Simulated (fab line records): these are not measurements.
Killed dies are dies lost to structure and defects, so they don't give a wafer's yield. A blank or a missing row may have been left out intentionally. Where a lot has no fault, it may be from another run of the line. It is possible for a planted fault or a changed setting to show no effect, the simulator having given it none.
8D (eight disciplines) problem report, filled in by code    flow n5Finfet    the parts of the form that need people (team, actions taken, sign-off) are left out

1. THE ISSUE
rfFwdPowerW at N5_BEOL_M8_ETCH_66 reads a mean of 1038 W on 6 wafers of 2 lots; wafers without a fault read 836 W with a standard deviation of 3. Relative to the usual mean, that is a shift of +67 standard deviations.
The step: etches SOC in N2/H2, target depth 80 nm, overetch 16 nm, time 120 s.
First seen on wafer L197.2, day 12 19:14, on rieDiel-02. Wafers with a number at this step in the record: 18, from 6 lots. The rule behind "out" and "out of limits": a value lying over 4 standard deviations away from the usual mean. The other wafers with a number count as sound.

2. WHAT IT IS AND WHAT IT IS NOT
question                     is                      is not
which readings at this step  rfFwdPowerW, rfVppV     drypumpMotorCurrentA, oesProductAu, showerheadPlenumPTorr, throttleValvePct
which lots                   L197, L198              L200, L206, L209, L215
which wafers of those lots   all that have a number  -
read on which tools          rieDiel-02              rieDiel-05
when                         from day 12 19:14       up to then (0 sound wafers); but 12 sound wafers of L200, L206, L209, L215 came after

3. THE SUSPECTS, EACH WITH WHAT RULES IT OUT
Counting: a tool at a process step up to the reading stays a suspect if it ran every lot that is out and no sound lot after the first of them.
- rieDiel-02 at N5_BEOL_M8_DESCUM_33 (chemistry O2, time 7 s): ruled out as a lasting fault. After its first lot that is out, L197 (day 12 19:09), sound lots L200 ran on it.
- rieDiel-02 at N5_BEOL_M8_ETCH_72 (etches underlayer in N2/H2, target depth 6.5 nm, time 5.2 s): ruled out as a lasting fault. After its first lot that is out, L197 (day 12 19:11), sound lots L200 ran on it.
- rieDiel-02 at N5_BEOL_M8_ETCH_65 (etches SiARC in CF4, target depth 15.6 nm, time 26 s): ruled out as a lasting fault. After its first lot that is out, L197 (day 12 19:12), sound lots L200 ran on it.
- rieDiel-02 at N5_BEOL_M8_ETCH_66 (etches SOC in N2/H2, target depth 80 nm, overetch 16 nm, time 120 s): ruled out as a lasting fault. After its first lot that is out, L197 (day 12 19:14), sound lots L200 ran on it.
Left after counting: nothing in the record.

4. THE CAUSE (what the simulator had put in)
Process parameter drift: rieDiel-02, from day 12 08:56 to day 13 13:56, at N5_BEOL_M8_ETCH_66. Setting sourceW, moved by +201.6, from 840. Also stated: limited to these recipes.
Counting ruled it out, wrongly.

5. THE EFFECT CHAIN, in route order
Each row: a reading whose mean over the struck wafers that have a number lies more than 3 standard deviations from the usual. Readings are gone through only where the record gives a usual standard deviation; hours: the median, over the lots, of the time from a lot's start at the first step in this table giving one to that lot's start at this step; sigmas: the change measured in usual standard deviations.
hours  step                reading      usual    on struck wafers  change  sigmas
0      N5_BEOL_M8_ETCH_66  rfFwdPowerW  836 W    1038              +202    +67
0      N5_BEOL_M8_ETCH_66  rfVppV       524.9 V  487.4             -37.5   -13
Process steps it contains:
- N5_BEOL_M8_ETCH_66: etches SOC in N2/H2, target depth 80 nm, overetch 16 nm, time 120 s.

6. HOW IT WOULD HAVE BEEN CAUGHT EARLIER
First out-of-limits reading in this record: day 12 19:14, which is 10 hours after fault onset at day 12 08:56.
